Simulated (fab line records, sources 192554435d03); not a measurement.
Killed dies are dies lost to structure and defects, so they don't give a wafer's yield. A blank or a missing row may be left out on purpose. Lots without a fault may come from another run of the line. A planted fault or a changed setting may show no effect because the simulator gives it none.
fab line records | flow n5_finfet
record lots=24 wafers=72 last_day=19
route steps=1938 shown BEOL_M1@786
lots that met no fault: from a run of the same line without faults
start_h: hours from the record's first day to the start of the lot's first wafer shown | wait_h: hours since the lot's step before | " the same as in the row above | L1.1+2: a row that stands for several wafers | - no value, or no start given | * or withheld: withheld | < > ~ a bound
route shown NAME@n: a module of which the file shows steps, and the number in the route of the first | usual: mean/standard deviation of fault-free wafers | same: alike in all rows | chamber/n: place in a boat | sites: the reading at each site | _std_site: their standard deviation | _edge_site: outer sites' mean less inner sites' | radius_mm: how far each site lies from the wafer's centre | mask NAME#n: copy n | behind: the tool/chamber that last shaped the wafer | hold: why the lot was held/for how many hours/how that ended | device: the transistor (n, p or np) that didn't switch | end of line: the same wafers' tests at the end of the route | a step without rows: its recipe alone | killed: dies lost to structure and defects at the first sort, not the wafer's yield | map: a wafer's dies, x killed, . not, _ none there
set.NAME: the setting as run; set.NAME@STEP: as run at that earlier step | model.NAME: the simulator's own value behind a step, which no gauge read
steps of the route over a sample of lots; a table a step, a row a wafer
services: from which hour (start_h, from the record's first day; less than 0 if before it) a tool's chamber was out of use, for how many hours, and why
## steps
# step N5_BEOL_M1_CD_MEAS_28
# recipe landing_energy_ev=500 detector=se_inlens target_cd_y_nm=23.3
# usual cd_nm=23.97/0.22
# same landing_energy_ev=500
# columns lot.wafer tool chamber start_h wait_h cd_nm
L074.2 cd_sem-03 0 122.19 - 23.79
L074.3 " 0 " " 24.40
L074.6 " 0 " " 23.97
L076.2 cd_sem-03 0 130.66 - 24.12
L076.5 " 0 " " 24.15
L076.6 " 0 " " 23.78
L075.1 cd_sem-01 0 130.99 - 23.96
L075.2 " 0 " " 23.84
L075.5 " 0 " " 23.64
L077.1 cd_sem-03 0 140.63 - 23.87
L077.5 " 0 " " 23.86
L077.6 " 0 " " 23.79
L078.1 cd_sem-02 0 145.89 - 24.15
L078.3 " 0 " " 23.79
L078.6 " 0 " " 23.83
L079.3 cd_sem-02 0 153.12 - 24.11
L079.4 " 0 " " 24.02
L079.6 " 0 " " 24.53
L080.3 cd_sem-02 0 158.77 - 24.09
L080.4 " 0 " " 24.32
L080.5 " 0 " " 23.86
L081.2 cd_sem-02 0 167.18 - 24.05
L081.4 " 0 " " 23.87
L081.5 " 0 " " 23.96
L082.1 cd_sem-03 0 168.36 - 24.03
L082.2 " 0 " " 24.49
L082.5 " 0 " " 23.84
L083.3 cd_sem-03 0 178.03 - 23.76
L083.5 " 0 " " 24.10
L083.6 " 0 " " 24.18
L084.2 cd_sem-03 0 185.49 - 24.08
L084.4 " 0 " " 24.43
L084.6 " 0 " " 24.32
L085.3 cd_sem-03 0 190.56 - 23.95
L085.4 " 0 " " 23.81
L085.5 " 0 " " 23.79
L087.1 cd_sem-03 0 221.44 - 23.97
L087.2 " 0 " " 23.91
L087.3 " 0 " " 24.45
L086.3 cd_sem-03 0 229.49 - 23.87
L086.4 " 0 " " 23.62
L086.6 " 0 " " 23.71
L089.1 cd_sem-02 0 231.19 - 23.97
L089.2 " 0 " " 23.79
L089.3 " 0 " " 24.04
L088.1 cd_sem-01 0 234.28 - 23.62
L088.4 " 0 " " 24.14
L088.6 " 0 " " 23.96
L090.3 cd_sem-03 0 234.68 - 24.09
L090.4 " 0 " " 24.21
L090.6 " 0 " " 24.07
L093.1 cd_sem-02 0 254.76 - 24.19
L093.5 " 0 " " 23.98
L093.6 " 0 " " 24.08
L091.2 cd_sem-01 0 259.54 - 23.93
L091.4 " 0 " " 23.96
L091.6 " 0 " " 24.05
L094.2 cd_sem-01 0 260.49 - 23.74
L094.3 " 0 " " 24.50
L094.6 " 0 " " 24.04
L095.2 cd_sem-03 0 260.88 - 23.97
L095.3 " 0 " " 24.18
L095.4 " 0 " " 23.92
L092.4 cd_sem-03 0 261.32 - 24.05
L092.5 " 0 " " 24.02
L092.6 " 0 " " 24.12
L096.1 cd_sem-01 0 261.38 - 23.92
L096.3 " 0 " " 23.74
L096.5 " 0 " " 24.10
L097.1 cd_sem-02 0 273.82 - 23.92
L097.2 " 0 " " 24.04
L097.3 " 0 " " 23.91
# step N5_BEOL_M1_INSPECT_30
# recipe mode=adi inspect_instrument=brightfield
# usual raw_defect_count=407/88
# columns lot.wafer tool chamber start_h wait_h raw_defect_count
L074.2 defect_inspect-01 - 122.28 0.0 226
L074.3 " - " " 267
L074.6 " - " " 213
L076.2 defect_inspect-01 - 130.74 0.0 285
L076.5 " - " " 313
L076.6 " - " " 306
L075.1 defect_inspect-01 - 131.08 0.1 405
L075.2 " - " " 458
L075.5 " - " " 341
L077.1 defect_inspect-02 - 140.72 0.1 524
L077.5 " - " " 633
L077.6 " - " " 478
L078.1 defect_inspect-02 - 145.98 0.1 470
L078.3 " - " " 457
L078.6 " - " " 433
L079.3 defect_inspect-01 - 153.21 0.0 298
L079.4 " - " " 307
L079.6 " - " " 361
L080.3 defect_inspect-01 - 158.86 0.0 366
L080.4 " - " " 358
L080.5 " - " " 428
L081.2 defect_inspect-01 - 167.26 0.0 420
L081.4 " - " " 457
L081.5 " - " " 309
L082.1 defect_inspect-01 - 168.45 0.1 364
L082.2 " - " " 421
L082.5 " - " " 409
L083.3 defect_inspect-02 - 178.12 0.0 464
L083.5 " - " " 451
L083.6 " - " " 514
L084.2 defect_inspect-01 - 185.58 0.0 360
L084.4 " - " " 258
L084.6 " - " " 289
L085.3 defect_inspect-02 - 190.64 0.0 440
L085.4 " - " " 614
L085.5 " - " " 507
L087.1 defect_inspect-02 - 221.53 0.1 512
L087.2 " - " " 548
L087.3 " - " " 500
L086.3 defect_inspect-02 - 229.59 0.1 419
L086.4 " - " " 345
L086.6 " - " " 373
L089.1 defect_inspect-02 - 231.27 0.1 254
L089.2 " - " " 356
L089.3 " - " " 352
L088.1 defect_inspect-02 - 234.37 0.1 503
L088.4 " - " " 468
L088.6 " - " " 448
L090.3 defect_inspect-02 - 234.77 0.0 341
L090.4 " - " " 396
L090.6 " - " " 523
L093.1 defect_inspect-01 - 254.85 0.1 390
L093.5 " - " " 288
L093.6 " - " " 431
L091.2 defect_inspect-01 - 259.63 0.0 444
L091.4 " - " " 456
L091.6 " - " " 429
L094.2 defect_inspect-02 - 260.58 0.0 389
L094.3 " - " " 509
L094.6 " - " " 483
L095.2 defect_inspect-02 - 260.97 0.0 358
L095.3 " - " " 398
L095.4 " - " " 467
L092.4 defect_inspect-02 - 261.41 0.0 361
L092.5 " - " " 396
L092.6 " - " " 466
L096.1 defect_inspect-01 - 261.46 0.1 339
L096.3 " - " " 566
L096.5 " - " " 448
L097.1 defect_inspect-01 - 273.91 0.1 483
L097.2 " - " " 475
L097.3 " - " " 450
# step N5_BEOL_M1_ETCHBACK_99
# recipe chemistry=CHF3 target=SiO2 target_depth_a=50 time_s=10.4 source_w=215 bias_w=47 Ar_flow_sccm=200 CHF3_flow_sccm=12 ion_energy_ev=100 pressure_mtorr=30
# usual drypump_motor_current_A=5.8/0.5 oes_product_au=0.81/0.095 rf_fwd_power_W=212.8/0.87 rf_vpp_V=238/3.8 showerhead_plenum_p_Torr=2.16/0.061 throttle_valve_pct=17.0/0.31
# same time_s=10.4
# columns lot.wafer tool chamber start_h wait_h drypump_motor_current_A oes_product_au rf_fwd_power_W rf_hours_counter_h rf_vpp_V showerhead_plenum_p_Torr throttle_valve_pct
L074.2 rie_diel-02 2 128.43 5.9 6.4 0.68 212.3 242 239 2.11 17.5
L074.3 " 1 " " 5.2 0.71 212.4 201 233 2.07 17.5
L074.6 " 1 " " 5.2 0.71 211.6 - 235 2.07 17.5
L076.2 rie_diel-01 3 131.73 0.3 5.3 0.70 213.2 240 247 2.13 17.1
L076.5 " 2 " " 5.7 0.90 212.0 - 242 2.20 16.9
L076.6 " 1 " " 5.7 0.94 212.5 - 236 2.28 16.4
L075.1 rie_diel-01 0 136.51 5.0 6.4 0.84 212.8 88 235 2.16 16.8
L075.2 " 3 " " 5.3 0.69 213.9 242 247 2.13 17.1
L075.5 " 3 " " 5.4 0.69 213.2 - 248 2.13 17.1
L077.1 rie_diel-03 2 143.76 2.8 5.8 0.75 213.7 134 237 2.17 16.9
L077.5 " 0 " " 4.9 0.79 213.9 - 240 2.16 16.8
L077.6 " 3 " " 6.6 0.96 212.7 - 237 2.21 16.8
L078.1 rie_diel-02 3 146.91 0.7 6.2 0.69 213.3 210 244 2.06 17.3
L078.3 " 0 " " 5.6 0.96 211.0 6 236 2.12 16.9
L078.6 " 2 " " 6.4 0.67 213.1 - 240 2.11 17.5
L079.3 rie_diel-01 1 160.91 7.5 5.8 0.92 213.9 27 235 2.27 16.4
L079.4 " 2 " " 5.7 0.87 212.2 33 241 2.19 16.9
L079.6 " 3 " " 5.4 0.69 213.7 - 246 2.12 17.1
L080.3 rie_diel-01 1 171.15 12.1 5.8 0.92 213.5 28 236 2.27 16.4
L080.4 " 2 " " 5.7 0.86 211.5 34 241 2.19 16.9
L080.5 " 0 " " 6.5 0.82 211.6 - 236 2.16 16.8
L081.2 rie_diel-01 0 171.56 1.5 6.5 0.83 213.3 97 237 2.16 16.8
L081.4 " 1 " " 5.8 0.91 212.3 28 236 2.27 16.4
L081.5 " 2 " " 5.7 0.86 211.1 - 240 2.19 16.9
L082.1 rie_diel-03 1 174.28 4.1 6.0 0.73 212.1 166 236 2.23 17.5
L082.2 " 3 " " 6.7 0.93 213.3 16 236 2.21 16.8
L082.5 " 0 " " 4.9 0.79 214.1 - 239 2.16 16.8
L083.3 rie_diel-02 1 178.74 0.4 5.2 0.70 212.4 218 235 2.07 17.5
L083.5 " 3 " " 6.2 0.68 213.3 - 243 2.06 17.3
L083.6 " 0 " " 5.6 0.92 212.9 - 235 2.12 16.9
L085.3 rie_diel-02 2 192.45 1.6 6.4 0.99 212.5 4 239 2.11 17.0
L085.4 " 0 " " 5.6 0.93 212.7 20 235 2.11 16.9
L085.5 " 2 " " 6.4 0.98 213.6 - 238 2.11 17.0
L084.2 rie_diel-03 2 192.48 6.5 5.8 0.74 214.5 144 238 2.16 17.0
L084.4 " 1 " " 6.1 0.72 212.9 173 234 2.23 17.5
L084.6 " 1 " " 6.0 0.73 212.3 - 235 2.23 17.5
L087.1 rie_diel-02 0 224.20 2.5 5.6 0.90 212.0 28 238 2.11 16.9
L087.2 " 1 " " 5.2 0.70 211.8 231 234 2.06 17.5
L087.3 " 2 " " 6.4 0.94 214.1 12 239 2.11 17.1
L086.3 rie_diel-03 2 229.88 0.1 5.8 0.73 213.8 156 236 2.16 17.0
L086.4 " 3 " " 6.6 0.88 212.5 36 238 2.20 16.8
L086.6 " 2 " " 5.8 0.72 214.2 - 237 2.16 17.0
L089.1 rie_diel-01 0 231.98 0.1 6.4 0.81 212.8 120 235 2.15 16.8
L089.2 " 3 " " 5.5 0.94 212.7 11 246 2.12 16.6
L089.3 " 2 " " 5.7 0.84 211.1 57 241 2.18 16.9
L088.1 rie_diel-03 0 234.71 0.1 4.9 0.77 213.6 155 240 2.15 16.8
L088.4 " 1 " " 6.1 0.71 212.1 187 237 2.22 17.5
L088.6 " 1 " " 6.1 0.71 212.7 - 235 2.22 17.5
L090.3 rie_diel-01 2 235.73 0.2 5.7 0.83 211.2 59 241 2.18 16.9
L090.4 " 3 " " 5.4 0.93 213.3 13 246 2.12 16.6
L090.6 " 0 " " 6.4 0.79 213.3 - 237 2.15 16.8
L093.1 rie_diel-02 0 255.49 0.4 5.6 0.90 212.1 33 236 2.11 16.9
L093.5 " 0 " " 5.6 0.89 212.0 - 234 2.11 16.9
L093.6 " 1 " " 5.2 0.68 212.4 - 234 2.06 17.6
L091.2 rie_diel-01 3 260.47 0.2 5.4 0.90 213.5 21 246 2.12 16.7
L091.4 " 0 " " 6.4 0.80 212.9 130 237 2.15 16.8
L091.6 " 3 " " 5.4 0.90 213.5 - 245 2.12 16.7
L094.2 rie_diel-01 2 261.22 0.1 5.7 0.82 211.7 68 240 2.18 17.0
L094.3 " 0 " " 6.5 0.80 214.3 130 238 2.15 16.8
L094.6 " 1 " " 5.7 0.86 213.5 - 235 2.26 16.5
L095.2 rie_diel-02 3 261.69 0.1 6.2 0.67 212.7 240 243 2.05 17.3
L095.3 " 2 " " 6.4 0.92 214.0 21 239 2.10 17.1
L095.4 " 3 " " 6.2 0.67 213.7 - 244 2.05 17.3
L092.4 rie_diel-01 1 264.20 2.5 5.8 0.87 212.9 63 234 2.26 16.5
L092.5 " 1 " " 5.7 0.86 212.3 - 234 2.26 16.5
L092.6 " 2 " " 5.7 0.81 211.2 - 242 2.18 17.0
L096.1 rie_diel-03 0 264.24 2.4 4.9 0.77 213.3 166 241 2.15 16.9
L096.3 " 2 " " 5.7 0.71 213.0 170 237 2.15 17.0
L096.5 " 3 " " 6.6 0.87 212.4 - 237 2.20 16.9
L097.1 rie_diel-03 1 284.59 9.9 6.0 0.69 213.9 205 236 2.21 17.5
L097.2 " 3 " " 6.6 0.85 213.4 56 237 2.20 16.9
L097.3 " 0 " " 4.9 0.76 213.0 172 239 2.15 16.9
# step N5_BEOL_M1_CD_MEAS_35
# recipe target_cd_nm=18 target_cd_y_nm=21 polarity=opening
# usual cd_nm=17.9/0.37
# columns lot.wafer tool chamber start_h wait_h cd_nm
L074.2 cd_sem-01 - 128.98 0.0 17.6
L074.3 " - " " 17.8
L074.6 " - " " 17.8
L076.2 cd_sem-01 - 132.28 0.0 18.0
L076.5 " - " " 18.4
L076.6 " - " " 18.4
L075.1 cd_sem-01 - 137.06 0.0 18.1
L075.2 " - " " 18.2
L075.5 " - " " 17.9
L077.1 cd_sem-01 - 144.30 0.0 17.8
L077.5 " - " " 18.1
L077.6 " - " " 18.0
L078.1 cd_sem-01 - 147.45 0.0 17.5
L078.3 " - " " 17.8
L078.6 " - " " 18.0
L079.3 cd_sem-03 - 161.47 0.0 17.8
L079.4 " - " " 17.4
L079.6 " - " " 17.3
L080.3 cd_sem-02 - 171.70 0.0 17.9
L080.4 " - " " 17.9
L080.5 " - " " 17.4
L081.2 cd_sem-01 - 172.11 0.0 17.5
L081.4 " - " " 18.4
L081.5 " - " " 17.8
L082.1 cd_sem-03 - 174.83 0.0 17.7
L082.2 " - " " 16.9
L082.5 " - " " 17.4
L083.3 cd_sem-01 - 179.30 0.0 17.6
L083.5 " - " " 17.8
L083.6 " - " " 17.2
L085.3 cd_sem-02 - 193.00 0.0 17.4
L085.4 " - " " 18.1
L085.5 " - " " 17.6
L084.2 cd_sem-03 - 193.03 0.0 17.7
L084.4 " - " " 18.8
L084.6 " - " " 17.9
L087.1 cd_sem-03 - 224.74 0.0 17.9
L087.2 " - " " 17.7
L087.3 " - " " 18.3
L086.3 cd_sem-03 - 230.43 0.0 17.9
L086.4 " - " " 18.2
L086.6 " - " " 18.1
L089.1 cd_sem-03 - 232.53 0.0 17.7
L089.2 " - " " 18.2
L089.3 " - " " 18.1
L088.1 cd_sem-03 - 235.25 0.0 17.4
L088.4 " - " " 18.1
L088.6 " - " " 17.9
L090.3 cd_sem-02 - 236.28 0.0 17.8
L090.4 " - " " 18.9
L090.6 " - " " 18.1
L093.1 cd_sem-02 - 256.04 0.0 17.5
L093.5 " - " " 18.2
L093.6 " - " " 18.2
L091.2 cd_sem-01 - 261.02 0.0 18.5
L091.4 " - " " 18.3
L091.6 " - " " 18.0
L094.2 cd_sem-02 - 261.77 0.0 17.6
L094.3 " - " " 17.9
L094.6 " - " " 18.3
L095.2 cd_sem-01 - 262.24 0.0 18.5
L095.3 " - " " 17.9
L095.4 " - " " 18.5
L092.4 cd_sem-01 - 264.76 0.0 17.9
L092.5 " - " " 18.3
L092.6 " - " " 18.4
L096.1 cd_sem-02 - 264.78 0.0 17.5
L096.3 " - " " 18.0
L096.5 " - " " 17.9
L097.1 cd_sem-01 - 285.14 0.0 18.3
L097.2 " - " " 18.3
L097.3 " - " " 18.0
# step N5_BEOL_M1_THK_MEAS_53
# recipe thk_meas_gauge=xrf reads=Cu_of_BEOL_M1_ECD_50
# usual M1_THK=39.5/1.6
# columns lot.wafer tool chamber start_h wait_h M1_THK[nm]
L074.2 film_metro-01 - 132.71 - 36.4
L074.3 " - " " 39.1
L074.6 " - " " 41.0
L076.2 film_metro-02 - 135.71 - 39.4
L076.5 " - " " 42.1
L076.6 " - " " 39.8
L075.1 film_metro-01 - 142.75 - 39.8
L075.2 " - " " 37.3
L075.5 " - " " 38.8
L077.1 film_metro-01 - 147.97 - 37.9
L077.5 " - " " 41.9
L077.6 " - " " 39.0
L078.1 film_metro-01 - 151.00 - 37.5
L078.3 " - " " 36.5
L078.6 " - " " 39.8
L079.3 film_metro-02 - 165.56 - 37.4
L079.4 " - " " 39.2
L079.6 " - " " 36.6
L080.3 film_metro-02 - 175.22 - 39.5
L080.4 " - " " 39.2
L080.5 " - " " 37.9
L081.2 film_metro-02 - 177.13 - 42.7
L081.4 " - " " 44.0
L081.5 " - " " 42.0
L082.1 film_metro-02 - 178.66 - 39.0
L082.2 " - " " 39.2
L082.5 " - " " 39.0
L083.3 film_metro-02 - 183.48 - 39.1
L083.5 " - " " 41.1
L083.6 " - " " 39.7
L085.3 film_metro-01 - 196.69 - 39.6
L085.4 " - " " 39.7
L085.5 " - " " 39.4
L084.2 film_metro-01 - 198.97 - 38.3
L084.4 " - " " 39.7
L084.6 " - " " 40.6
L087.1 film_metro-02 - 228.33 - 40.7
L087.2 " - " " 39.1
L087.3 " - " " 37.8
L086.3 film_metro-02 - 233.59 - 38.4
L086.4 " - " " 40.1
L086.6 " - " " 38.3
L089.1 film_metro-02 - 236.26 - 40.1
L089.2 " - " " 42.0
L089.3 " - " " 40.2
L088.1 film_metro-01 - 238.47 - 36.8
L088.4 " - " " 39.9
L088.6 " - " " 40.6
L090.3 film_metro-01 - 239.41 - 38.8
L090.4 " - " " 38.8
L090.6 " - " " 37.8
L093.1 film_metro-02 - 259.37 - 40.4
L093.5 " - " " 40.2
L093.6 " - " " 41.7
L091.2 film_metro-01 - 264.15 - 35.4
L091.4 " - " " 39.1
L091.6 " - " " 38.6
L094.2 film_metro-02 - 265.00 - 37.2
L094.3 " - " " 40.3
L094.6 " - " " 39.5
L095.2 film_metro-01 - 266.95 - 39.4
L095.3 " - " " 41.4
L095.4 " - " " 39.5
L092.4 film_metro-01 - 268.42 - 42.5
L092.5 " - " " 41.6
L092.6 " - " " 40.0
L096.1 film_metro-01 - 268.96 - 40.7
L096.3 " - " " 39.2
L096.5 " - " " 40.6
L097.1 film_metro-01 - 289.08 - 40.3
L097.2 " - " " 39.0
L097.3 " - " " 38.8
# step N5_BEOL_M1_PRE_CLEAN_60
# recipe gas=NH3/H2 time_s=15 temp_c=* rf_power_w=300
# usual heater_power_outer_w=25/8.4 heater_power_w=85/16 rf_fwd_power_W=297.2/1.1
# same time_s=15
# columns lot.wafer tool chamber start_h wait_h heater_power_outer_w heater_power_w rf_fwd_power_W since_wet_clean_h
L074.2 cvd_co-02 0 132.75 0.0 19 85 298.7 674
L074.3 " 1 " " 41 113 299.4 1111
L074.6 " 0 " " 19 83 297.4 -
L076.2 cvd_co-02 1 135.75 0.0 39 115 296.0 1114
L076.5 " 0 " " 19 86 298.1 -
L076.6 " 1 " " 39 117 299.7 -
L075.1 cvd_co-02 0 142.79 0.0 19 87 296.0 684
L075.2 " 2 " " 33 93 296.7 225
L075.5 " 1 " " 40 117 298.4 -
L077.1 cvd_co-02 0 148.01 0.0 20 86 297.6 689
L077.5 " 0 " " 19 86 298.0 -
L077.6 " 2 " " 33 95 295.9 -
L078.1 cvd_co-01 1 151.03 0.0 21 67 297.9 14
L078.3 " 2 " " 20 74 297.4 452
L078.6 " 0 " " 18 72 297.1 -
L079.3 cvd_co-01 1 165.59 0.0 22 69 296.3 29
L079.4 " 1 " " 22 70 297.6 -
L079.6 " 0 " " 18 75 297.0 -
L080.3 cvd_co-02 0 175.26 0.0 20 86 296.9 717
L080.4 " 2 " " 33 90 296.4 -
L080.5 " 0 " " 19 86 297.4 -
L081.2 cvd_co-01 2 177.16 0.0 20 73 298.5 478
L081.4 " 1 " " 22 66 297.7 -
L081.5 " 2 " " 19 74 297.7 -
L082.1 cvd_co-02 2 178.69 0.0 34 94 296.3 261
L082.2 " 1 " " 41 113 297.2 1157
L082.5 " 0 " " 19 85 299.0 -
L083.3 cvd_co-01 1 183.51 0.0 22 69 296.4 47
L083.5 " 0 " " 18 76 296.5 -
L083.6 " 1 " " 22 67 298.0 -
L085.3 cvd_co-01 1 196.72 0.0 22 69 296.3 60
L085.4 " 2 " " 19 74 296.7 -
L085.5 " 0 " " 18 75 296.2 -
L084.2 cvd_co-01 0 199.01 0.0 19 73 296.7 959
L084.4 " 2 " " 19 72 298.2 -
L084.6 " 1 " " 22 69 295.6 -
L087.1 cvd_co-02 1 228.47 0.1 42 119 297.8 1207
L087.2 " 0 " " 20 87 296.9 770
L087.3 " 2 " " 33 93 297.7 310
L086.3 cvd_co-01 0 233.62 0.0 18 72 296.6 994
L086.4 " 0 " " 18 76 295.7 -
L086.6 " 2 " " 20 74 297.5 -
L089.1 cvd_co-01 0 236.30 0.0 18 73 297.4 996
L089.2 " 1 " " 22 71 296.8 100
L089.3 " 2 " " 20 73 296.5 537
L088.1 cvd_co-01 1 238.50 0.0 22 69 295.8 102
L088.4 " 0 " " 18 74 295.1 -
L088.6 " 2 " " 20 75 297.8 -
L090.3 cvd_co-02 0 239.46 0.0 20 86 295.4 781
L090.4 " 1 " " 40 117 298.6 -
L090.6 " 2 " " 33 94 296.2 -
L093.1 cvd_co-02 0 259.41 0.0 20 85 297.1 801
L093.5 " 0 " " 19 86 296.7 -
L093.6 " 1 " " 40 113 297.7 -
L091.2 cvd_co-01 1 264.19 0.0 23 67 296.1 128
L091.4 " 1 " " 22 70 297.2 -
L091.6 " 0 " " 18 74 295.8 -
L094.2 cvd_co-01 2 265.03 0.0 20 75 297.2 566
L094.3 " 1 " " 23 68 298.1 128
L094.6 " 2 " " 20 76 297.4 -
L095.2 cvd_co-02 1 266.99 0.0 40 114 298.3 1246
L095.3 " 2 " " 34 95 296.6 349
L095.4 " 1 " " 40 111 297.0 -
L092.4 cvd_co-02 2 268.48 0.1 34 95 297.9 -
L092.5 " 0 " " 20 86 299.3 -
L092.6 " 1 " " 41 112 299.0 -
L096.1 cvd_co-01 1 269.00 0.0 22 71 296.6 132
L096.3 " 0 " " 18 74 296.6 1029
L096.5 " 2 " " 20 71 296.9 -
L097.1 cvd_co-02 1 289.11 0.0 40 114 298.1 1268
L097.2 " 0 " " 20 87 296.3 830
L097.3 " 2 " " 33 95 295.3 371
## services
# columns tool chamber start_h hours kind
rie_diel-02 0 105.21 - clean
rie_diel-02 0 105.21 - consumable_replace:focus_ring
rie_diel-02 0 105.21 21.7 scheduled_down
rie_diel-02 0 105.21 21.7 vent_cycle
rie_diel-03 3 108.72 - clean
rie_diel-03 3 108.72 - consumable_replace:focus_ring
cvd_co-01 1 114.67 - clean
cvd_co-01 1 114.67 22.0 scheduled_down
cvd_co-01 1 114.67 22.0 vent_cycle
rie_diel-02 2 152.47 - clean
rie_diel-03 2 170.50 10.6 repair
rie_diel-01 3 172.28 - clean
rie_diel-01 3 172.28 - consumable_replace:focus_ring
rie_diel-01 3 172.28 17.3 scheduled_down
rie_diel-01 3 172.28 17.3 vent_cycle
rie_diel-02 - 186.52 0.8 repair
cvd_co-02 1 205.20 2.7 repair
cvd_co-02 - 212.92 3.2 repair
rie_diel-01 3 216.72 5.4 repair
cvd_co-02 - 223.41 0.7 repair
rie_diel-02 - 226.79 14.6 pm
cvd_co-01 - 272.76 6.0 pm
rie_diel-02 0 275.91 6.9 repair
rie_diel-01 2 285.53 14.8 repair
## key
fault none
